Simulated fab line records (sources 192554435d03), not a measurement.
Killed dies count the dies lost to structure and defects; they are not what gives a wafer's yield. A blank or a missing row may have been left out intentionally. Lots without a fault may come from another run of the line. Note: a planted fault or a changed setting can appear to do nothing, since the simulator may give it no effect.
fab line records | flow n5-finfet
[record] lots = 7 wafers = 39
route steps=1938 shown BEOL_M10@1473 BEOL_M14@1753
start-h: the number of hours between the record's first day and the start of the first shown wafer of the lot | wait-h: time in hours since the lot's previous step | " identical to the entry in the row above | L1.1+2: a row that stands for several wafers | - no value, or no start was given | * or withheld: withheld | < > ~ a bound
route shown NAME@n: a module of which the file shows steps, and the number in the route of the first | usual: mean and standard deviation over wafers with no fault | same: alike in all rows | chamber/n: place in a boat | sites: per-site readings | _std_site: standard deviation of those values | _edge_site: mean of outer sites minus mean of inner sites | radius-mm: how far each site lies from the wafer's centre | mask NAME#n: copy n | behind: the last tool/chamber to shape the wafer | hold: what put the lot on hold/how long, in hours/how the hold closed | device: names the non-switching transistor (n, p or np) | end of line: the route-end tests of the same wafers | for a step that has no rows: nothing shown but its recipe | killed: not the wafer's yield, but the dies lost to structure and defects at the first sort | map: dies across one wafer; x = killed, . = not, _ = none there
set.NAME: the run value of the setting; set.NAME@STEP: its run value at that earlier step | model.NAME: the simulator's own value behind a step, which no gauge read
lots run with intentionally changed settings; tables by step, rows by wafer
[[steps]]
[step N5_BEOL_M10_PECVD_70]
[recipe] material = SiO2 target-thk-a = 200 temp-c = 400 precursor = TEOS/O2 pressure-torr = 5.5 rf-w = 450 teos-flow-sccm = 53.8 gas = O2 flow-sccm = 3000 time-s = 22.7
// columns lot.wafer tool chamber start-h wait-h set.time-s model.SiO2_of_BEOL_M10_PECVD_70.thk-nm
L084.1+5 pecvd-04 0 278.87 0.0 22.7 20
L084.2 " 2 " " 22.7 19.8
L084.3+4+6 " 1,1,2 " " 19.18 16.8
L085.1+6 pecvd-01 0,1 284.72 0.0 22.7 19.6
L085.2 " 2 " " 13.66 12.2
L085.3 " 1 " " 22.7 19.2
L085.4+5 " 0,2 " " 13.66 12
L089.3 pecvd-04 0 314.09 0.0 22.7 19.6
L089.4 " 2 " " 22.7 20.2
L089.5 " 0 " " 22.7 20
L088.1+2 pecvd-03 1,0 317.89 0.0 22.7 20
L088.3 " 2 " " 31.9 28
L088.4 " 2 " " 31.9 28.6
L088.5 " 0 " " 31.9 28.2
L088.6 " 1 " " 22.7 20.2
L091.1+2 pecvd-04 0,2 320.19 0.0 22.7 20
L091.3 " 1 " " 22.7 20.2
L091.4+5+6 " 2,0,1 " " 22.7 20.4
L092.1+2 pecvd-03 1,2 345.73 0.0 17.18 15
L092.3 " 0 " " 22.7 19.8
L092.4 " 2 " " 22.7 20
L092.5 " 0 " " 17.18 15.8
L092.6 " 1 " " 22.7 20.2
L094.1 pecvd-04 2 357.14 0.0 22.7 19.8
L094.2+5 " 0 " " 22.7 20
L094.3+6 " 2 " " 22.7 20.2
L094.4 " 0 " " 22.7 20.4
[step N5_BEOL_M10_HM_DEP_02]
[recipe] material = TiN target-thk-a = 200 temp-c = 25 chamber-pressure-pa = 0.49996
[step N5_BEOL_M10_COAT_59]
[recipe] resist = SOC temp-c = 250 time-s = 60 spin-rpm = 1500 resist-thk-nm = 100
[step N5_BEOL_M10_STRIP_77]
[recipe] chemistry = N2/H2 time-s = 10 power-w = 450 temp-c = 40 pressure-mtorr = 20 rf-frequency-hz = 6e+07 bias-power-w = 7 n2-flow-sccm = 200 h2-flow-sccm = 200
[step N5_BEOL_M10_HM_STRIP_39]
[recipe] chemistry = peroxide-tin-strip material = TiN target-depth-a = 250 temp-c = 50 time-s = 158
// columns lot.wafer tool chamber start-h wait-h set.time-s@BEOL_M10_PECVD_70 model.SiO2_of_BEOL_M10_PECVD_70.thk-nm
L084.1+5 wet-bench-02 7,4 281.41 0.0 22.7 19.8
L084.2 " 1 " " 22.7 19.6
L084.3+4 " 2,0 " " 19.18 16.6
L084.6 " 3 " " 19.18 16.8
L085.1+6 wet-bench-01 3,5 293.08 0.0 22.7 19.4
L085.2+4+5 " 6,2,4 " " 13.66 12
L085.3 " 1 " " 22.7 19
L089.3 wet-bench-05 3 317.22 0.0 22.7 19.4
L089.4 " 5 " " 22.7 20
L089.5 " 6 " " 22.7 19.8
L088.1+2 wet-bench-02 5,7 323.63 0.0 22.7 19.8
L088.3 " 6 " " 31.9 27.8
L088.4 " 1 " " 31.9 28.4
L088.5 " 4 " " 31.9 28
L088.6 " 0 " " 22.7 20
L091.1+2 wet-bench-05 6,7 325.84 0.0 22.7 19.8
L091.3 " 1 " " 22.7 20
L091.4+5+6 " 0,5,4 " " 22.7 20.2
L092.1 wet-bench-02 1 349.67 0.0 17.18 14.8
L092.2 " 2 " " 17.18 15
L092.3 " 7 " " 22.7 19.6
L092.4 " 0 " " 22.7 20
L092.5 " 6 " " 17.18 15.6
L092.6 " 5 " " 22.7 20.2
L094.1 wet-bench-02 7 362.52 0.0 22.7 19.6
L094.2 " 3 " " 22.7 19.8
L094.3+5+6 " 4,6,5 " " 22.7 20
L094.4 " 2 " " 22.7 20.2
[step N5_BEOL_M10_SRD_40]
[recipe] time-s = 30 temp-c = 23 rinse-liquid = diw dry = ipa-marangoni
[step N5_BEOL_M10_PRECLEAN_42]
[recipe] chemistry = residue-remover time-s = 60 temp-c = 40
[step N5_BEOL_M10_ECD_50]
[recipe] material = Cu target-thk-a = 3180
[step N5_BEOL_M10_ANNEAL_51]
[recipe] temp-c = 225 time-s = 90 ambient = N2
[step N5_BEOL_M10_CMP_52]
[recipe] stop-on = SiCOH_lowk t-overpolish-s = 7 down-force-psi = 1 platen-rpm = 50 clearing-platen-down-force-psi = 1.5 clearing-platen-rpm = 50 post-cmp-clean = cu-alkaline target-thk-nm = 140 clearing-platen-pad-velocity-m-s = 0.99484 pad-velocity-m-s = 0.99484
[usual] barrier-field-endpoint-s = 28.7/0.73
// columns lot.wafer tool chamber start-h wait-h set.time-s@BEOL_M10_PECVD_70 barrier-field-endpoint-s
L084.3 cmp-02 1 283.44 0.2 19.18 25.8
L084.2 " 2 " " 22.7 29.4
L084.1 " 3 " " 22.7 29.9
L084.4 " 0 " " 19.18 24.1
L084.5 " 1 " " 22.7 29.1
L084.6 " 2 " " 19.18 26.0
L085.4 cmp-01 3 295.34 0.1 13.66 19.2
L085.2 " 0 " " 13.66 19.4
L085.3 " 1 " " 22.7 28.5
L085.1 " 2 " " 22.7 26.8
L085.5 " 3 " " 13.66 19.6
L085.6 " 0 " " 22.7 28.4
L089.4 cmp-03 2 319.66 0.2 22.7 29.7
L089.3 " 0 " " 22.7 27.9
L089.5 " 1 " " 22.7 28.9
L088.4 cmp-01 2 325.72 0.1 31.9 37.6
L088.1 " 3 " " 22.7 28.3
L088.3 " 0 " " 31.9 39.0
L088.2 " 1 " " 22.7 29.0
L088.6 " 2 " " 22.7 28.4
L088.5 " 3 " " 31.9 38.5
L091.4 cmp-03 1 328.71 0.1 22.7 29.3
L091.1 " 2 " " 22.7 28.6
L091.3 " 3 " " 22.7 28.7
L091.2 " 0 " " 22.7 28.0
L091.6 " 1 " " 22.7 28.7
L091.5 " 2 " " 22.7 28.6
L092.1 cmp-01 1 354.33 0.3 17.18 22.4
L092.3 " 2 " " 22.7 27.9
L092.4 " 3 " " 22.7 28.5
L092.2 " 0 " " 17.18 23.0
L092.6 " 1 " " 22.7 29.2
L092.5 " 2 " " 17.18 22.4
L094.1 cmp-02 0 366.50 0.3 22.7 28.2
L094.3 " 1 " " 22.7 29.6
L094.4 " 2 " " 22.7 29.3
L094.2 " 3 " " 22.7 30.2
L094.6 " 0 " " 22.7 28.1
L094.5 " 1 " " 22.7 29.6
[step N5_BEOL_M14_TRENCH_ETCH_34]
[recipe] chemistry = C4F8/O2/Ar target = SiO2 target-depth-a = 5566.5 mask-material = SOC he-inner-torr = 15 he-outer-torr = 30 time-s = 126.9 ion-energy-ev = 800 pressure-mtorr = 20 source-w = 1905 bias-w = 2040 Ar_flow_sccm = 400 C4F8_flow_sccm = 16 O2_flow_sccm = 12
// columns lot.wafer tool chamber start-h wait-h set.time-s model.etch.depth-nm
L084.1 rie-diel-01 3 311.77 0.0 79.18 362.3
L084.2 " 1 " " 79.18 358.2
L084.3 " 2 " " 126.9 576.8
L084.4 " 0 " " 126.9 541.4
L084.5 " 0 " " 126.9 541.7
L084.6 " 3 " " 79.18 359
L085.1 rie-diel-06 3 320.74 0.0 148.8 628.7
L085.2 " 2 " " 148.8 666.4
L085.3 " 0 " " 126.9 539.7
L085.4 " 3 " " 126.9 537.4
L085.5 " 0 " " 126.9 535.8
L085.6 " 2 " " 148.8 666.9
L089.3 rie-diel-03 1 347.87 0.0 126.9 566
L089.4 " 3 " " 126.9 574
L089.5 " 2 " " 126.9 565.2
L088.1 rie-diel-03 0 357.72 0.0 126.9 545.6
L088.2 " 1 " " 126.9 573.4
L088.3 " 2 " " 126.9 574.7
L088.4 " 3 " " 126.9 569.4
L088.5 " 0 " " 126.9 541
L088.6 " 3 " " 126.9 566.3
L091.1 rie-diel-01 1 358.03 0.0 90.91 402.6
L091.2 " 0 " " 126.9 533.9
L091.3 " 2 " " 126.9 571.1
L091.4 " 3 " " 90.91 409.9
L091.5 " 3 " " 90.91 411.7
L091.6 " 0 " " 126.9 533
L092.1 rie-diel-06 0 378.30 0.0 126.9 539.7
L092.2 " 1 " " 126.9 559.4
L092.3 " 3 " " 126.9 542.6
L092.4 " 2 " " 126.9 571.3
L092.5 " 3 " " 126.9 547.2
L092.6 " 0 " " 126.9 534.7
L094.1 rie-diel-03 3 388.56 0.0 126.9 570.5
L094.2 " 2 " " 126.9 568.5
L094.3 " 0 " " 147.8 626.9
L094.4 " 1 " " 147.8 659.5
L094.5 " 1 " " 126.9 567.5
L094.6 " 2 " " 147.8 664.3
[step N5_BEOL_M14_STRIP_70]
[recipe] chemistry = C4F8/O2/Ar resist = SiARC rf-frequency-hz = 6e+07
[step N5_BEOL_M14_OCD_MEAS_35]
[usual] trench-depth-nm = 562/15
// columns lot.wafer tool chamber start-h wait-h set.time-s@BEOL_M14_TRENCH_ETCH_34 trench-depth-nm
L084.1 ocd-02 - 311.93 0.0 79.18 362
L084.2 " - " " 79.18 358
L084.3 " - " " 126.9 577
L084.4 " - " " 126.9 542
L084.5 " - " " 126.9 541
L084.6 " - " " 79.18 359
L085.1 ocd-01 - 320.89 0.0 148.8 628
L085.2 " - " " 148.8 666
L085.3 " - " " 126.9 539
L085.4 " - " " 126.9 537
L085.5 " - " " 126.9 536
L085.6 " - " " 148.8 667
L089.3 ocd-02 - 348.03 0.0 126.9 566
L089.4 " - " " 126.9 574
L089.5 " - " " 126.9 565
L088.1 ocd-01 - 357.88 0.0 126.9 545
L088.2 " - " " 126.9 573
L088.3 " - " " 126.9 575
L088.4 " - " " 126.9 570
L088.5 " - " " 126.9 541
L088.6 " - " " 126.9 566
L091.1 ocd-01 - 358.18 0.0 90.91 403
L091.2 " - " " 126.9 534
L091.3 " - " " 126.9 571
L091.4 " - " " 90.91 410
L091.5 " - " " 90.91 412
L091.6 " - " " 126.9 533
L092.1 ocd-02 - 378.45 0.0 126.9 539
L092.2 " - " " 126.9 559
L092.3 " - " " 126.9 542
L092.4 " - " " 126.9 571
L092.5 " - " " 126.9 547
L092.6 " - " " 126.9 535
L094.1 ocd-02 - 388.71 0.0 126.9 571
L094.2 " - " " 126.9 568
L094.3 " - " " 147.8 627
L094.4 " - " " 147.8 659
L094.5 " - " " 126.9 568
L094.6 " - " " 147.8 664
[step N5_BEOL_M14_STRIP_37]
[recipe] chemistry = O2 power-w = 600 temp-c = 60 pressure-mtorr = 30 rf-frequency-hz = 6e+07 bias-power-w = 0 overash-fraction = 0.3 o2-flow-sccm = 225
[step N5_BEOL_M14_ETCH_38]
[recipe] chemistry = CF4/N2 target = SiCN target-depth-a = 1065 taper-deg = 2 time-s = 120.6 ion-energy-ev = 150 mask-material = SiO2 pressure-mtorr = 40 source-w = 430 bias-w = 70 Ar_flow_sccm = 100 cf4-flow-sccm = 60 n2-flow-sccm = 60
[step N5_BEOL_M14_ECD_47]
[recipe] material = Cu target-thk-a = 12480
[step N5_BEOL_M14_ANNEAL_48]
[recipe] temp-c = 225 time-s = 90 ambient = N2
[step N5_BEOL_M14_CMP_49]
[recipe] stop-on = SiO2 t-overpolish-s = 5.2 down-force-psi = 2 platen-rpm = 80 clearing-platen-down-force-psi = 2 clearing-platen-rpm = 80 post-cmp-clean = cu-alkaline target-thk-nm = 560 clearing-platen-pad-velocity-m-s = 1.5917 pad-velocity-m-s = 1.5917
// columns lot.wafer tool chamber start-h wait-h set.time-s@BEOL_M14_TRENCH_ETCH_34 model.Cu_of_BEOL_M14_ECD_47.thk-nm
L084.4 cmp-02 2 314.90 0.1 126.9 545.6
L084.2 " 3 " " 79.18 361.8
L084.1 " 0 " " 79.18 364.4
L084.3 " 1 " " 126.9 579.2
L084.5 " 2 " " 126.9 545.2
L084.6 " 3 " " 79.18 363.8
L085.1 cmp-01 0 325.02 0.3 148.8 631.2
L085.2 " 1 " " 148.8 669
L085.4 " 2 " " 126.9 538.6
L085.3 " 3 " " 126.9 542.8
L085.6 " 0 " " 148.8 669.4
L085.5 " 1 " " 126.9 537.4
L089.3 cmp-01 1 350.63 0.2 126.9 570.6
L089.4 " 0 " " 126.9 577
L089.5 " 2 " " 126.9 567.4
L088.1 cmp-01 0 359.84 0.3 126.9 548.4
L088.4 " 1 " " 126.9 572.8
L088.3 " 2 " " 126.9 577.4
L088.2 " 3 " " 126.9 576.8
L088.6 " 0 " " 126.9 569.4
L088.5 " 1 " " 126.9 544
L091.3 cmp-02 0 360.09 0.2 126.9 574.2
L091.1 " 1 " " 90.91 408.6
L091.4 " 2 " " 90.91 415.2
L091.2 " 3 " " 126.9 538.8
L091.6 " 0 " " 126.9 537
L091.5 " 1 " " 90.91 416.6
L092.3 cmp-03 1 380.40 0.2 126.9 544
L092.4 " 2 " " 126.9 574.2
L092.2 " 3 " " 126.9 561.6
L092.1 " 0 " " 126.9 542.2
L092.6 " 1 " " 126.9 537.8
L092.5 " 2 " " 126.9 551.6
L094.4 cmp-01 3 391.86 0.1 147.8 663.6
L094.3 " 0 " " 147.8 631.4
L094.1 " 1 " " 126.9 575
L094.2 " 2 " " 126.9 571.2
L094.5 " 3 " " 126.9 571.6
L094.6 " 0 " " 147.8 669.2
[step N5_BEOL_M14_THK_MEAS_50]
[recipe] thk-meas-gauge = xrf reads = Cu_of_BEOL_M14_ECD_47
[usual] M14_THK = 546/15
// columns lot.wafer tool chamber start-h wait-h set.time-s@BEOL_M14_TRENCH_ETCH_34 M14_THK[nm]
L084.1 film-metro-01 - 315.20 - 79.18 352
L084.2 " - " " 79.18 348
L084.3 " - " " 126.9 553
L084.4 " - " " 126.9 523
L084.5 " - " " 126.9 523
L084.6 " - " " 79.18 351
L085.1 film-metro-01 - 325.32 - 148.8 607
L085.2 " - " " 148.8 644
L085.3 " - " " 126.9 525
L085.4 " - " " 126.9 521
L085.5 " - " " 126.9 516
L085.6 " - " " 148.8 646
L089.3 film-metro-01 - 350.93 - 126.9 547
L089.4 " - " " 126.9 550
L089.5 " - " " 126.9 543
L088.1 film-metro-01 - 360.13 - 126.9 529
L088.2 " - " " 126.9 555
L088.3 " - " " 126.9 556
L088.4 " - " " 126.9 547
L088.5 " - " " 126.9 524
L088.6 " - " " 126.9 549
L091.1 film-metro-02 - 360.38 - 90.91 395
L091.2 " - " " 126.9 521
L091.3 " - " " 126.9 554
L091.4 " - " " 90.91 403
L091.5 " - " " 90.91 403
L091.6 " - " " 126.9 519
L092.1 film-metro-01 - 380.70 - 126.9 522
L092.2 " - " " 126.9 542
L092.3 " - " " 126.9 525
L092.4 " - " " 126.9 551
L092.5 " - " " 126.9 531
L092.6 " - " " 126.9 521
L094.1 film-metro-02 - 392.15 - 126.9 554
L094.2 " - " " 126.9 550
L094.3 " - " " 147.8 609
L094.4 " - " " 147.8 639
L094.5 " - " " 126.9 549
L094.6 " - " " 147.8 646
[step N5_BEOL_M14_PRE_CLEAN_52]
[recipe] gas = NH3 time-s = 15 temp-c = withheld rf-power-w = 300
[step N5_BEOL_M14_DEP_53]
[recipe] material = SiCN target-thk-a = 500 temp-c = withheld precursor = 3MS/NH3 pressure-torr = 3 rf-w = 675 time-s = 17.8
[step N5_BEOL_M14_RS_MEAS_54]
[recipe] thk-meas-gauge = four-point-probe reads = Cu_of_BEOL_M14_ECD_47+Ta_of_BEOL_M14_SPUTTER_44+TaN_of_BEOL_M14_SPUTTER_43
[usual] M14_RS = 0.0329/0.00094
// columns lot.wafer tool chamber start-h wait-h set.time-s@BEOL_M14_TRENCH_ETCH_34 M14_RS[ohm/sq]
L084.1 film-metro-02 - 315.33 0.0 79.18 0.0517
L084.2 " - " " 79.18 0.0520
L084.3 " - " " 126.9 0.0320
L084.4 " - " " 126.9 0.0340
L084.5 " - " " 126.9 0.0341
L084.6 " - " " 79.18 0.0517
L085.1 film-metro-01 - 325.46 0.1 148.8 0.0293
L085.2 " - " " 148.8 0.0276
L085.3 " - " " 126.9 0.0342
L085.4 " - " " 126.9 0.0345
L085.5 " - " " 126.9 0.0346
L085.6 " - " " 148.8 0.0276
L089.3 film-metro-01 - 351.06 0.1 126.9 0.0325
L089.4 " - " " 126.9 0.0321
L089.5 " - " " 126.9 0.0327
L088.1 film-metro-02 - 360.26 0.0 126.9 0.0339
L088.2 " - " " 126.9 0.0322
L088.3 " - " " 126.9 0.0321
L088.4 " - " " 126.9 0.0324
L088.5 " - " " 126.9 0.0342
L088.6 " - " " 126.9 0.0326
L091.1 film-metro-01 - 360.51 0.0 90.91 0.0457
L091.2 " - " " 126.9 0.0345
L091.3 " - " " 126.9 0.0324
L091.4 " - " " 90.91 0.0450
L091.5 " - " " 90.91 0.0450
L091.6 " - " " 126.9 0.0346
L092.1 film-metro-01 - 380.85 0.1 126.9 0.0343
L092.2 " - " " 126.9 0.0331
L092.3 " - " " 126.9 0.0342
L092.4 " - " " 126.9 0.0323
L092.5 " - " " 126.9 0.0337
L092.6 " - " " 126.9 0.0345
L094.1 film-metro-02 - 392.28 0.0 126.9 0.0323
L094.2 " - " " 126.9 0.0325
L094.3 " - " " 147.8 0.0294
L094.4 " - " " 147.8 0.0279
L094.5 " - " " 126.9 0.0324
L094.6 " - " " 147.8 0.0277
[[key]]
[split] step = N5_BEOL_M10_PECVD_70 setting = time-s stated = 22.7 by = wafer
[response] step = N5_BEOL_M10_PECVD_70 reading = model.SiO2_of_BEOL_M10_PECVD_70.thk-nm change = +0.195 per = 1% r = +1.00
[response] step = N5_BEOL_M10_HM_STRIP_39 reading = model.SiO2_of_BEOL_M10_PECVD_70.thk-nm change = +0.194 per = 1% r = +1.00
[response] step = N5_BEOL_M10_CMP_52 reading = barrier-field-endpoint-s change = +0.232 per = 1% r = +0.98
[split] step = N5_BEOL_M14_TRENCH_ETCH_34 setting = time-s stated = 126.9 by = wafer
[response] step = N5_BEOL_M14_TRENCH_ETCH_34 reading = model.etch.depth-nm change = +5.21 per = 1% r = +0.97
[response] step = N5_BEOL_M14_OCD_MEAS_35 reading = trench-depth-nm change = +5.22 per = 1% r = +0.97
[response] step = N5_BEOL_M14_CMP_49 reading = model.Cu_of_BEOL_M14_ECD_47.thk-nm change = +5.21 per = 1% r = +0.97
[response] step = N5_BEOL_M14_THK_MEAS_50 reading = M14_THK change = +4.96 per = 1% r = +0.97
[response] step = N5_BEOL_M14_RS_MEAS_54 reading = M14_RS change = -0.000428 per = 1% r = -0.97
